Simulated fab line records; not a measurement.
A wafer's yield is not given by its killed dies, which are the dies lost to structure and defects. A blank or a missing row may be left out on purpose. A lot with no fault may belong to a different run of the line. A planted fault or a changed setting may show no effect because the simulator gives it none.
Matching of chambers :: flow n5-finfet :: 4 sister chambers for N5_SDB_HM_OPEN_20 on rie-diel-06
The step chemistry CH3F/O2, target SiNx, stops on poly-Si, target depth 24 nm. 18 wafers are shown with their chamber, then 9 later ones without.

WAFERS, EACH WITH ITS CHAMBER
wafer: L074.1
chamber: 3
drypump-motor-current-A (A): 5.7
showerhead-plenum-p-Torr (Torr): 2.07
throttle-valve-pct (%): 16.72

wafer: L074.4
chamber: 1
drypump-motor-current-A (A): 6.2
showerhead-plenum-p-Torr (Torr): 2.14
throttle-valve-pct (%): 16.34

wafer: L074.5
chamber: 3
drypump-motor-current-A (A): 5.7
showerhead-plenum-p-Torr (Torr): 2.07
throttle-valve-pct (%): 16.73

wafer: L075.2
chamber: 3
drypump-motor-current-A (A): 5.7
showerhead-plenum-p-Torr (Torr): 2.07
throttle-valve-pct (%): 16.72

wafer: L075.4
chamber: 2
drypump-motor-current-A (A): 5.8
showerhead-plenum-p-Torr (Torr): 1.99
throttle-valve-pct (%): 16.51

wafer: L075.6
chamber: 3
drypump-motor-current-A (A): 5.7
showerhead-plenum-p-Torr (Torr): 2.07
throttle-valve-pct (%): 16.73

wafer: L081.2
chamber: 0
drypump-motor-current-A (A): 4.8
showerhead-plenum-p-Torr (Torr): 2.12
throttle-valve-pct (%): 16.39

wafer: L081.3
chamber: 2
drypump-motor-current-A (A): 5.8
showerhead-plenum-p-Torr (Torr): 1.99
throttle-valve-pct (%): 16.52

wafer: L081.4
chamber: 1
drypump-motor-current-A (A): 6.2
showerhead-plenum-p-Torr (Torr): 2.14
throttle-valve-pct (%): 16.36

wafer: L085.1
chamber: 0
drypump-motor-current-A (A): 4.8
showerhead-plenum-p-Torr (Torr): 2.12
throttle-valve-pct (%): 16.42

wafer: L085.3
chamber: 1
drypump-motor-current-A (A): 6.2
showerhead-plenum-p-Torr (Torr): 2.14
throttle-valve-pct (%): 16.37

wafer: L085.5
chamber: 0
drypump-motor-current-A (A): 4.8
showerhead-plenum-p-Torr (Torr): 2.12
throttle-valve-pct (%): 16.42

wafer: L088.1
chamber: 1
drypump-motor-current-A (A): 6.3
showerhead-plenum-p-Torr (Torr): 2.13
throttle-valve-pct (%): 16.37

wafer: L088.4
chamber: 3
drypump-motor-current-A (A): 5.7
showerhead-plenum-p-Torr (Torr): 2.06
throttle-valve-pct (%): 16.77

wafer: L088.6
chamber: 1
drypump-motor-current-A (A): 6.3
showerhead-plenum-p-Torr (Torr): 2.13
throttle-valve-pct (%): 16.37

wafer: L092.1
chamber: 0
drypump-motor-current-A (A): 4.8
showerhead-plenum-p-Torr (Torr): 2.11
throttle-valve-pct (%): 16.45

wafer: L092.2
chamber: 2
drypump-motor-current-A (A): 5.8
showerhead-plenum-p-Torr (Torr): 1.98
throttle-valve-pct (%): 16.57

wafer: L092.4
chamber: 3
drypump-motor-current-A (A): 5.7
showerhead-plenum-p-Torr (Torr): 2.06
throttle-valve-pct (%): 16.79

SIGNATURES, as means of the wafers listed above
reading: drypump-motor-current-A
chamber 0: 4.800
chamber 1: 6.240
chamber 2: 5.800
chamber 3: 5.700
scatter within a chamber: 0.0293

reading: showerhead-plenum-p-Torr
chamber 0: 2.1175
chamber 1: 2.1360
chamber 2: 1.9867
chamber 3: 2.0667
scatter within a chamber: 0.00531

reading: throttle-valve-pct
chamber 0: 16.4200
chamber 1: 16.3620
chamber 2: 16.5333
chamber 3: 16.7433
scatter within a chamber: 0.0252
Rule: for a wafer and a chamber, the distance is found by dividing, reading by reading, the gap between the wafer's reading and the chamber's mean by the reading's scatter, squaring, summing and taking the root. If the next closest chamber is less than 2 further off than the closest, the wafer can't be placed; otherwise it belongs to the closest. The scatter: take each reading less its chamber's mean, square it, sum over the shown wafers, divide by the number of wafers less the number of chambers, and take the root.

WAFERS WHOSE CHAMBER IS MISSING
wafer: L093.1
drypump-motor-current-A (A): 5.8
showerhead-plenum-p-Torr (Torr): 1.98
throttle-valve-pct (%): 16.57

wafer: L093.3
drypump-motor-current-A (A): 5.7
showerhead-plenum-p-Torr (Torr): 2.06
throttle-valve-pct (%): 16.80

wafer: L093.4
drypump-motor-current-A (A): 6.2
showerhead-plenum-p-Torr (Torr): 2.13
throttle-valve-pct (%): 16.38

wafer: L096.1
drypump-motor-current-A (A): 5.8
showerhead-plenum-p-Torr (Torr): 1.98
throttle-valve-pct (%): 16.60

wafer: L096.4
drypump-motor-current-A (A): 6.2
showerhead-plenum-p-Torr (Torr): 2.13
throttle-valve-pct (%): 16.41

wafer: L096.5
drypump-motor-current-A (A): 4.8
showerhead-plenum-p-Torr (Torr): 2.11
throttle-valve-pct (%): 16.45

wafer: L097.1
drypump-motor-current-A (A): 4.8
showerhead-plenum-p-Torr (Torr): 2.11
throttle-valve-pct (%): 16.47

wafer: L097.3
drypump-motor-current-A (A): 5.7
showerhead-plenum-p-Torr (Torr): 2.05
throttle-valve-pct (%): 16.82

wafer: L097.5
drypump-motor-current-A (A): 5.7
showerhead-plenum-p-Torr (Torr): 2.05
throttle-valve-pct (%): 16.82

CHAMBER TAKEN BY EACH
wafer: L093.1
from the rows above: 2
in truth: 2

wafer: L093.3
from the rows above: 3
in truth: 3

wafer: L093.4
from the rows above: 1
in truth: 1

wafer: L096.1
from the rows above: 2
in truth: 2

wafer: L096.4
from the rows above: 1
in truth: 1

wafer: L096.5
from the rows above: 0
in truth: 0

wafer: L097.1
from the rows above: 0
in truth: 0

wafer: L097.3
from the rows above: 3
in truth: 3

wafer: L097.5
from the rows above: 3
in truth: 3
Correct placement for 9 of the 9. Number that these rows cannot place: 0. Wrongly placed: 0.
